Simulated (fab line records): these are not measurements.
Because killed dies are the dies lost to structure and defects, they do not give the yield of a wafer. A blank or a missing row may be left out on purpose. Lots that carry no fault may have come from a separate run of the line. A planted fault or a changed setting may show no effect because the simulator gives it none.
Chamber matching    flow nand harc    NHARC_THIN_TSV_ETCHBACK_48 on rie diel-04: 4 sister chambers
The step etches the open film in C4F8/Ar, target depth 1028.5 nm, time 405.17 s. 8 wafers are shown with their chamber, then 9 later ones without.

## WAFERS, EACH WITH ITS CHAMBER
wafer   chamber  rf vpp V (V)  oes product au (a.u.)
L978.6  0        546           0.93
L983.4  0        545           0.99
L983.5  3        541           1.01
L981.1  1        543           1.00
L981.6  2        552           0.97
L980.1  1        543           0.98
L980.3  3        542           0.97
L980.6  2        553           0.95

## WAFERS MISSING THEIR CHAMBER
wafer   rf vpp V (V)  oes product au (a.u.)
L988.2  553           0.93
L988.3  543           0.95
L988.6  551           0.94
L986.3  542           0.99
L986.5  546           0.98
L986.6  542           0.99
L996.2  541           0.97
L996.3  544           0.95
L996.6  542           0.98

## THE CHAMBER EACH PASSED THROUGH
wafer   from the rows above      in truth
L988.2  2                        2
L988.3  can't be placed: 1 or 3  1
L988.6  2                        2
L986.3  can't be placed: 3 or 1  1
L986.5  0                        0
L986.6  can't be placed: 3 or 1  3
L996.2  3                        3
L996.3  can't be placed: 1 or 0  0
L996.6  can't be placed: 3 or 1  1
Correctly placed: 4 of 9. Unplaceable from these rows: 5, with the true chamber sitting among the candidates in 5. Number placed wrongly: 0.
How it was worked out, from the rows above alone: a wafer's distance from a chamber is the root of the sum, over the readings, of the square of ((its reading less the chamber's mean) divided by the reading's scatter). The wafer belongs to the nearest chamber; if the next one is less than 2 further off, it can't be placed. Each chamber's mean is taken over the wafers shown for it. How the scatter is found: for the shown wafers, subtract from each reading the mean of its chamber, square and add these, divide the total by (wafers less chambers), then take the root.
